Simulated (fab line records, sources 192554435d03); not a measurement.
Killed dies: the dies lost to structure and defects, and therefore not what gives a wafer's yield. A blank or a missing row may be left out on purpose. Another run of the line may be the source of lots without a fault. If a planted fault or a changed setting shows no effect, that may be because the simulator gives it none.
Which tool is to blame? ; flow n5 finfet ; at 1 step of a route of 1938, 24 lots with 72 wafers sampled

WHAT THE GAUGES SHOWED, per wafer
N5_BEOL_M0_SAQP_CD_MEAS_25 targets a cd of 13.1 nm. Usual: cd nm 12.80 nm, standard deviation 0.21.
lot;measured;on;cd nm (nm);flag
L074;day 5 13:31;cd sem-01;12.80 12.71 12.56;
L075;day 5 18:43;cd sem-01;12.98 12.83 12.99;
L076;day 6 08:49;cd sem-01;12.81 12.52 12.82;
L077;day 6 12:08;cd sem-02;12.95 12.99 12.80;
L078;day 6 22:08;cd sem-02;12.64 12.93 12.93;
L079;day 7 03:01;cd sem-01;12.60 12.82 12.44;
L080;day 7 05:35;cd sem-03;12.46 12.86 12.66;
L081;day 7 08:38;cd sem-01;13.07 13.00 12.93;
L082;day 7 15:26;cd sem-02;12.99 12.69 13.07;
L083;day 7 20:45;cd sem-03;12.75 12.56 12.71;
L084;day 8 03:46;cd sem-03;12.93 12.63 12.98;
L085;day 8 14:25;cd sem-01;12.63 12.66 12.67;
L086;day 8 17:52;cd sem-03;12.79 12.72 13.22;
L087;day 8 23:44;cd sem-01;12.59 13.05 12.76;
L088;day 9 06:49;cd sem-02;12.35 13.09 12.64;
L089;day 9 11:57;cd sem-01;12.71 12.84 12.78;
L090;day 9 18:34;cd sem-02;12.47 12.43 13.03;
L091;day 10 00:00;cd sem-03;12.89 12.88 13.16;
L092;day 10 06:02;cd sem-03;12.92 12.80 12.62;
L093;day 10 10:19;cd sem-01;12.87 12.77 12.48;
L094;day 10 16:56;cd sem-01;12.76 12.76 12.79;
L095;day 10 20:13;cd sem-01;12.94 12.55 12.82;
L096;day 10 23:20;cd sem-02;13.21 13.08 12.87;
L097;day 11 04:47;cd sem-01;12.69 12.90 12.82;

TOOL THAT RAN EACH LOT (tool first, then ch and the chambers of the sampled wafers, then the start)
Before these readings, the record contains no process step.

WHAT THE TOOLS THEMSELVES READ (means of the sampled wafers that have a number; where no wafer has one, the mark that the record gives instead)
The record holds no such reading with a usual standard deviation.

THE ANSWER, worked out from the rows above alone
Rule: lot off if the mean of its wafers having a number is beyond 3 standard deviations from the usual mean. A lot without any number at a reading at which 4 lots or more have one is off too. The other lots that the step has rows for count as sound. The gauges are gone through in route order, then the tools' own readings, and for those a lot's mean is taken as printed above. The first step at which some lot is off is used, and at that step the reading that is off furthest; a lot without a number counts as furthest.
No lot is off on any of the readings shown, so nothing can be concluded from this.

WHAT THE SIMULATOR HAD PUT IN
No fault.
